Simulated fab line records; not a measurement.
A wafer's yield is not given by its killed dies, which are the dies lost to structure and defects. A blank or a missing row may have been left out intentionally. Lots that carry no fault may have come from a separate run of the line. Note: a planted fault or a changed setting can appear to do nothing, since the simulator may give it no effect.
fab line records -- flow nand_harc
record lots=15, wafers=45, last_day=24
route steps=1159 shown P_M0@279 P_M1@306
lots with no fault: from the same line, run without faults
start_h: the number of hours between the record's first day and the start of the first shown wafer of the lot -- wait_h: hours since the lot's step before -- " repeats the value in the row above -- L1.1+2: a single row standing in for several wafers -- - no value, or no start given -- * or withheld: withheld -- < > ~ a bound
route shown NAME@n: NAME is a module with steps in the file, n the number in the route of the first one -- usual: average and standard deviation across the fault-free wafers -- same: alike in all rows -- chamber/n: place in a boat -- sites: each site's reading -- _std_site: how widely they spread, as a standard deviation -- _edge_site: mean of outer sites minus mean of inner sites -- radius_mm: for every site, how far away it sits from the centre of the wafer -- mask NAME#n: copy n -- behind: the most recent tool/chamber to have shaped the wafer -- hold: reason for holding the lot/hours on hold/outcome of the hold -- device: transistor that didn't switch, given as n, p or np -- end of line: the route-end tests of the same wafers -- a step without rows: its recipe alone -- killed: the dies lost at the first sort to structure and to defects; this is not the yield of the wafer -- map: the dies of a wafer, with x for killed, . for not killed, _ for no die there
set.NAME: the run value of the setting; set.NAME@STEP: its run value at that earlier step -- model.NAME: the simulator's own value behind a step, which no gauge read
steps of the route over a sample of lots; a table a step, a row a wafer
services: the hour from which a tool's chamber was out of use, counted from the record's first day as start_h (under 0 if before that day), plus the number of hours and why
## steps
# step NHARC_P_M0_THK_MEAS_24
# recipe thk_meas_gauge=xrf
# usual thk_nm=117.6/1.5
lot.wafer,tool,chamber,start_h,wait_h,thk_nm
L555.4,film_metro-01,-,113.19,-,119.8
L555.5,film_metro-01,-,113.19,-,119.3
L555.6,film_metro-01,-,113.19,-,120.4
L556.2,film_metro-02,-,129.85,-,113.8
L556.4,film_metro-02,-,129.85,-,114.7
L556.6,film_metro-02,-,129.85,-,116.8
L557.1,film_metro-01,-,132.08,-,116.4
L557.2,film_metro-01,-,132.08,-,118.5
L557.6,film_metro-01,-,132.08,-,116.9
L558.1,film_metro-02,-,137.45,-,118.0
L558.2,film_metro-02,-,137.45,-,120.3
L558.5,film_metro-02,-,137.45,-,118.8
L559.2,film_metro-02,-,144.57,-,115.2
L559.3,film_metro-02,-,144.57,-,116.5
L559.4,film_metro-02,-,144.57,-,116.1
L563.1,film_metro-01,-,174.24,-,116.7
L563.5,film_metro-01,-,174.24,-,119.2
L563.6,film_metro-01,-,174.24,-,116.4
L564.1,film_metro-02,-,175.70,-,118.4
L564.2,film_metro-02,-,175.70,-,119.0
L564.5,film_metro-02,-,175.70,-,117.7
L565.3,film_metro-02,-,179.68,-,117.4
L565.5,film_metro-02,-,179.68,-,117.9
L565.6,film_metro-02,-,179.68,-,117.9
L567.1,film_metro-01,-,199.23,-,116.4
L567.2,film_metro-01,-,199.23,-,118.5
L567.4,film_metro-01,-,199.23,-,115.7
L568.1,film_metro-02,-,200.40,-,119.0
L568.4,film_metro-02,-,200.40,-,117.8
L568.5,film_metro-02,-,200.40,-,120.1
L570.1,film_metro-01,-,217.22,-,117.7
L570.4,film_metro-01,-,217.22,-,119.9
L570.5,film_metro-01,-,217.22,-,117.8
L571.1,film_metro-02,-,217.38,-,117.1
L571.3,film_metro-02,-,217.38,-,116.0
L571.5,film_metro-02,-,217.38,-,117.6
L572.4,film_metro-02,-,227.80,-,115.7
L572.5,film_metro-02,-,227.80,-,120.0
L572.6,film_metro-02,-,227.80,-,116.4
L577.2,film_metro-01,-,248.20,-,119.8
L577.5,film_metro-01,-,248.20,-,119.0
L577.6,film_metro-01,-,248.20,-,120.1
L578.1,film_metro-02,-,257.70,-,116.1
L578.3,film_metro-02,-,257.70,-,116.6
L578.5,film_metro-02,-,257.70,-,116.6
# step NHARC_P_M1_PRE_CLEAN_30
# recipe time_s=30, temp_c=280, gas=H2/He
# usual heater_power_w=409/48
lot.wafer,tool,chamber,start_h,wait_h,heater_power_w
L555.4,pvd_sputter-02,-,-,-,326
L555.5,pvd_sputter-02,-,-,-,452
L555.6,pvd_sputter-02,-,-,-,371
L556.4,pvd_sputter-03,-,-,-,458
L556.2,pvd_sputter-03,-,-,-,493
L556.6,pvd_sputter-03,-,-,-,348
L557.2,pvd_sputter-02,-,-,-,371
L557.1,pvd_sputter-02,-,-,-,334
L557.6,pvd_sputter-02,-,-,-,370
L558.1,pvd_sputter-03,-,-,-,458
L558.2,pvd_sputter-03,-,-,-,346
L558.5,pvd_sputter-03,-,-,-,438
L559.4,pvd_sputter-01,-,-,-,419
L559.3,pvd_sputter-01,-,-,-,378
L559.2,pvd_sputter-01,-,-,-,444
L563.1,pvd_sputter-01,-,-,-,449
L563.6,pvd_sputter-01,-,-,-,368
L563.5,pvd_sputter-01,-,-,-,409
L564.2,pvd_sputter-01,-,-,-,458
L564.1,pvd_sputter-01,-,-,-,412
L564.5,pvd_sputter-01,-,-,-,456
L565.3,pvd_sputter-03,-,-,-,477
L565.6,pvd_sputter-03,-,-,-,352
L565.5,pvd_sputter-03,-,-,-,422
L567.2,pvd_sputter-03,-,-,-,357
L567.1,pvd_sputter-03,-,-,-,428
L567.4,pvd_sputter-03,-,-,-,483
L568.1,pvd_sputter-03,-,-,-,430
L568.4,pvd_sputter-03,-,-,-,454
L568.5,pvd_sputter-03,-,-,-,353
L570.1,pvd_sputter-01,-,-,-,417
L570.4,pvd_sputter-01,-,-,-,403
L570.5,pvd_sputter-01,-,-,-,403
L571.3,pvd_sputter-01,-,-,-,457
L571.1,pvd_sputter-01,-,-,-,389
L571.5,pvd_sputter-01,-,-,-,421
L572.4,pvd_sputter-02,-,-,-,466
L572.6,pvd_sputter-02,-,-,-,478
L572.5,pvd_sputter-02,-,-,-,371
L577.2,pvd_sputter-02,-,-,-,371
L577.5,pvd_sputter-02,-,-,-,371
L577.6,pvd_sputter-02,-,-,-,337
L578.3,pvd_sputter-03,-,-,-,478
L578.1,pvd_sputter-03,-,-,-,429
L578.5,pvd_sputter-03,-,-,-,471
# step NHARC_P_M1_PVD_21
# recipe target_thk_a=300, chamber_pressure_pa=5, power_w=5000, substrate_temp_c=30, time_s=20.49, material=Cu
# usual chamber_pressure_pa=5.000/0.011, throttle_valve_pct=29.6/0.96
lot.wafer,tool,chamber,start_h,wait_h,chamber_pressure_pa,throttle_valve_pct
L555.4,pvd_sputter-02,-,-,-,5.013,29.1
L555.5,pvd_sputter-02,-,-,-,4.996,29.1
L555.6,pvd_sputter-02,-,-,-,4.987,31.8
L556.4,pvd_sputter-03,-,-,-,4.997,29.6
L556.2,pvd_sputter-03,-,-,-,4.992,27.6
L556.6,pvd_sputter-03,-,-,-,4.996,29.9
L557.1,pvd_sputter-02,-,-,-,4.989,29.3
L557.2,pvd_sputter-02,-,-,-,4.995,30.3
L557.6,pvd_sputter-02,-,-,-,4.987,29.5
L558.2,pvd_sputter-03,-,-,-,5.009,29.6
L558.1,pvd_sputter-03,-,-,-,4.990,29.5
L558.5,pvd_sputter-03,-,-,-,5.006,27.8
L559.3,pvd_sputter-01,-,-,-,5.015,30.1
L559.4,pvd_sputter-01,-,-,-,4.985,30.3
L559.2,pvd_sputter-01,-,-,-,5.008,31.0
L563.1,pvd_sputter-01,-,-,-,5.010,30.2
L563.6,pvd_sputter-01,-,-,-,5.008,30.0
L563.5,pvd_sputter-01,-,-,-,4.989,30.6
L564.1,pvd_sputter-01,-,-,-,5.019,30.4
L564.2,pvd_sputter-01,-,-,-,5.004,29.0
L564.5,pvd_sputter-01,-,-,-,5.002,30.4
L565.3,pvd_sputter-03,-,-,-,5.002,29.9
L565.5,pvd_sputter-03,-,-,-,4.990,29.7
L565.6,pvd_sputter-03,-,-,-,4.984,29.9
L567.2,pvd_sputter-03,-,-,-,5.009,29.3
L567.4,pvd_sputter-03,-,-,-,4.996,30.1
L567.1,pvd_sputter-03,-,-,-,4.997,29.3
L568.1,pvd_sputter-03,-,-,-,4.995,29.7
L568.4,pvd_sputter-03,-,-,-,4.998,29.5
L568.5,pvd_sputter-03,-,-,-,4.995,29.7
L570.4,pvd_sputter-01,-,-,-,5.004,30.5
L570.1,pvd_sputter-01,-,-,-,4.977,28.9
L570.5,pvd_sputter-01,-,-,-,5.016,30.2
L571.1,pvd_sputter-01,-,-,-,5.010,30.1
L571.3,pvd_sputter-01,-,-,-,5.013,29.2
L571.5,pvd_sputter-01,-,-,-,4.998,29.8
L572.4,pvd_sputter-02,-,-,-,5.005,30.3
L572.5,pvd_sputter-02,-,-,-,4.987,30.1
L572.6,pvd_sputter-02,-,-,-,5.017,29.6
L577.2,pvd_sputter-02,-,-,-,4.995,31.2
L577.6,pvd_sputter-02,-,-,-,5.006,28.7
L577.5,pvd_sputter-02,-,-,-,5.006,31.1
L578.1,pvd_sputter-03,-,-,-,4.979,29.8
L578.3,pvd_sputter-03,-,-,-,4.979,29.6
L578.5,pvd_sputter-03,-,-,-,4.979,29.8
# step NHARC_P_M1_ECD_22
# recipe target_thk_a=4000, bath_temp_c=25, material=Cu
lot.wafer,tool,chamber,start_h,wait_h
L555.4+5+6,ecd_cu-02,"0,0,1",116.63,-
L556.2+4+6,ecd_cu-01,"1,0,0",133.00,-
L557.2+1+6,ecd_cu-01,"1,0,1",136.43,-
L558.2+1+5,ecd_cu-02,"1,0,1",140.61,-
L559.2+3+4,ecd_cu-02,"0,0,1",147.85,-
L563.1+5+6,ecd_cu-02,"1,1,0",177.53,-
L564.1+2+5,ecd_cu-01,"0,1,1",178.90,-
L565.3+5+6,ecd_cu-01,"1,1,0",183.71,-
L567.1+2+4,ecd_cu-01,"1,0,1",202.26,-
L568.1+4+5,ecd_cu-02,"0,1,1",203.85,-
L570.1+4+5,ecd_cu-01,"1,0,1",220.21,-
L571.1+3+5,ecd_cu-02,"1,0,1",220.60,-
L572.4+5+6,ecd_cu-01,"1,0,1",231.06,-
L577.2+6+5,ecd_cu-02,"0,0,1",251.74,-
L578.1+3+5,ecd_cu-02,"0,1,0",260.98,-
# step NHARC_P_M1_CMP_23
# recipe t_overpolish_s=20, target_thk_nm=157.82
# usual motor_current_A=12.1/1.5, slurry_filter_dp_kPa=13.49/0.14, time_to_endpoint_s=29.2/2.1
lot.wafer,tool,chamber,start_h,wait_h,motor_current_A,slurry_filter_dp_kPa,time_to_endpoint_s
L555.4,cmp-01,0,117.31,-,13.6,13.64,28.3
L555.6,cmp-01,2,117.31,-,11.5,13.60,25.1
L555.5,cmp-01,3,117.31,-,11.5,13.68,28.0
L556.4,cmp-02,2,133.72,-,11.6,13.40,31.3
L556.2,cmp-02,1,133.72,-,13.6,13.72,33.6
L556.6,cmp-02,3,133.72,-,9.7,13.56,29.0
L557.2,cmp-03,0,137.21,-,14.6,13.55,28.1
L557.1,cmp-03,1,137.21,-,10.7,13.54,29.2
L557.6,cmp-03,2,137.21,-,13.0,13.54,27.7
L558.2,cmp-02,3,141.36,-,10.6,13.46,27.4
L558.1,cmp-02,1,141.36,-,14.3,13.37,31.3
L558.5,cmp-02,2,141.36,-,11.6,13.70,28.6
L559.4,cmp-03,2,148.59,-,12.4,13.54,31.1
L559.2,cmp-03,3,148.59,-,11.5,13.66,28.8
L559.3,cmp-03,0,148.59,-,15.2,13.42,27.5
L563.1,cmp-03,3,178.33,-,11.5,13.54,26.4
L563.6,cmp-03,0,178.33,-,14.7,13.31,27.4
L563.5,cmp-03,1,178.33,-,11.0,13.34,29.3
L564.1,cmp-02,2,179.65,-,11.1,13.74,30.0
L564.2,cmp-02,0,179.65,-,10.2,13.56,27.7
L564.5,cmp-02,3,179.65,-,9.9,13.63,27.5
L565.3,cmp-03,2,184.41,-,12.1,13.44,27.6
L565.6,cmp-03,3,184.41,-,11.8,13.55,26.5
L565.5,cmp-03,0,184.41,-,14.6,13.55,24.5
L567.4,cmp-01,1,202.99,-,12.2,13.55,31.1
L567.2,cmp-01,2,202.99,-,11.7,13.46,12.3
L567.1,cmp-01,3,202.99,-,10.7,13.09,32.1
L568.1,cmp-02,3,204.53,-,10.5,13.74,31.0
L568.4,cmp-02,0,204.53,-,9.7,13.29,33.2
L568.5,cmp-02,3,204.53,-,10.6,13.58,29.9
L570.1,cmp-03,1,220.99,-,10.8,13.74,28.4
L570.4,cmp-03,2,220.99,-,12.3,13.62,11.3
L570.5,cmp-03,3,220.99,-,11.8,13.45,31.3
L571.1,cmp-02,1,221.33,-,14.1,13.31,30.0
L571.3,cmp-02,2,221.33,-,11.2,13.48,27.3
L571.5,cmp-02,1,221.33,-,14.4,13.33,28.9
L572.4,cmp-02,3,231.71,-,10.3,13.38,26.1
L572.5,cmp-02,0,231.71,-,9.9,13.68,7.9
L572.6,cmp-02,1,231.71,-,14.0,13.55,30.4
L577.2,cmp-01,1,252.49,-,12.1,13.48,27.5
L577.6,cmp-01,0,252.49,-,12.8,13.29,29.0
L577.5,cmp-01,1,252.49,-,12.4,13.42,26.5
L578.3,cmp-01,2,261.70,-,12.1,13.63,28.2
L578.1,cmp-01,3,261.70,-,11.0,13.44,29.2
L578.5,cmp-01,2,261.70,-,11.6,13.74,31.3
# step NHARC_P_M1_THK_MEAS_24
# recipe thk_meas_gauge=xrf
# usual thk_nm=157.9/1.4
lot.wafer,tool,chamber,start_h,wait_h,thk_nm
L555.4,film_metro-02,-,117.58,-,156.1
L555.5,film_metro-02,-,117.58,-,157.7
L555.6,film_metro-02,-,117.58,-,157.3
L556.2,film_metro-02,-,134.04,-,159.7
L556.4,film_metro-02,-,134.04,-,158.4
L556.6,film_metro-02,-,134.04,-,159.6
L557.1,film_metro-01,-,137.47,-,158.4
L557.2,film_metro-01,-,137.47,-,157.4
L557.6,film_metro-01,-,137.47,-,159.5
L558.1,film_metro-02,-,141.64,-,155.7
L558.2,film_metro-02,-,141.64,-,158.7
L558.5,film_metro-02,-,141.64,-,157.3
L559.2,film_metro-01,-,148.91,-,159.8
L559.3,film_metro-01,-,148.91,-,156.3
L559.4,film_metro-01,-,148.91,-,157.1
L563.1,film_metro-01,-,178.56,-,158.3
L563.5,film_metro-01,-,178.56,-,156.7
L563.6,film_metro-01,-,178.56,-,157.8
L564.1,film_metro-01,-,179.96,-,157.7
L564.2,film_metro-01,-,179.96,-,157.3
L564.5,film_metro-01,-,179.96,-,156.3
L565.3,film_metro-01,-,184.65,-,157.7
L565.5,film_metro-01,-,184.65,-,157.1
L565.6,film_metro-01,-,184.65,-,157.9
L567.1,film_metro-02,-,203.30,-,157.3
L567.2,film_metro-02,-,203.30,-,136.2
L567.4,film_metro-02,-,203.30,-,158.4
L568.1,film_metro-02,-,204.84,-,155.9
L568.4,film_metro-02,-,204.84,-,158.2
L568.5,film_metro-02,-,204.84,-,160.8
L570.1,film_metro-02,-,221.25,-,158.8
L570.4,film_metro-02,-,221.25,-,132.3
L570.5,film_metro-02,-,221.25,-,158.3
L571.1,film_metro-01,-,221.64,-,158.7
L571.3,film_metro-01,-,221.64,-,157.4
L571.5,film_metro-01,-,221.64,-,158.3
L572.4,film_metro-01,-,231.94,-,158.6
L572.5,film_metro-01,-,231.94,-,127.9
L572.6,film_metro-01,-,231.94,-,156.4
L577.2,film_metro-01,-,252.78,-,157.2
L577.5,film_metro-01,-,252.78,-,159.6
L577.6,film_metro-01,-,252.78,-,161.5
L578.1,film_metro-01,-,262.02,-,158.2
L578.3,film_metro-01,-,262.02,-,159.9
L578.5,film_metro-01,-,262.02,-,159.4
## services
tool,chamber,start_h,hours,kind
cmp-03,-,95.92,1.3,repair
ecd_cu-01,-,96.00,8.0,pm
ecd_cu-02,-,97.75,0.2,repair
pvd_sputter-02,-,98.46,5.0,repair
pvd_sputter-03,-,102.00,10.0,pm
cmp-01,-,102.34,0.9,repair
cmp-02,-,120.15,2.9,repair
cmp-03,-,128.42,0.4,repair
cmp-02,-,128.50,4.0,pm
pvd_sputter-01,-,129.11,5.5,repair
cmp-02,-,143.04,5.9,repair
cmp-02,-,150.94,0.2,repair
cmp-03,-,156.00,4.0,pm
ecd_cu-02,-,180.51,8.0,pm
pvd_sputter-01,-,183.89,9.4,repair
cmp-03,-,191.11,2.5,repair
cmp-02,-,195.71,0.2,repair
cmp-02,-,202.01,1.8,repair
pvd_sputter-02,-,214.00,10.0,pm
pvd_sputter-03,-,218.39,12.4,repair
cmp-02,-,226.60,4.0,pm
cmp-02,-,253.11,3.6,repair
cmp-03,-,254.01,4.0,pm
cmp-02,-,258.56,3.6,repair
## key
first_sign step=NHARC_P_M1_CMP_23, reading=time_to_endpoint_s, direction=down, sigmas=8.7, usual=*, struck=*
effect step=NHARC_P_M1_THK_MEAS_24, reading=thk_nm, direction=down, sigmas=19, usual=157.9, struck=132.1
met_at NHARC_P_M1_ECD_22
struck_lots L567,L570,L572
struck_wafers L567.2,L570.4,L572.5
later_rows_left_out L567.2,L570.4,L572.5
sort_left_out L567.2,L570.4,L572.5
not_acting_at NHARC_P_M0_THK_MEAS_24,NHARC_P_M1_PRE_CLEAN_30,NHARC_P_M1_PVD_21
onset_between 183.71 202.26
fault kind=process_parameter_drift, tool=ecd_cu-01, chamber=0, onset_h=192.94, steps=NHARC_P_M1_ECD_22, channel=target_thk_a, offset=*, shape=step, end_h=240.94, acts_in=*, stated=*
# sort_left_out: the simulated sort isn't trusted on such a fault, so these wafers' sort isn't shown, and their yield isn't known
# later_rows_left_out: the simulator's readings of these wafers behind a module that went badly wrong aren't trusted and aren't shown, but for the sort
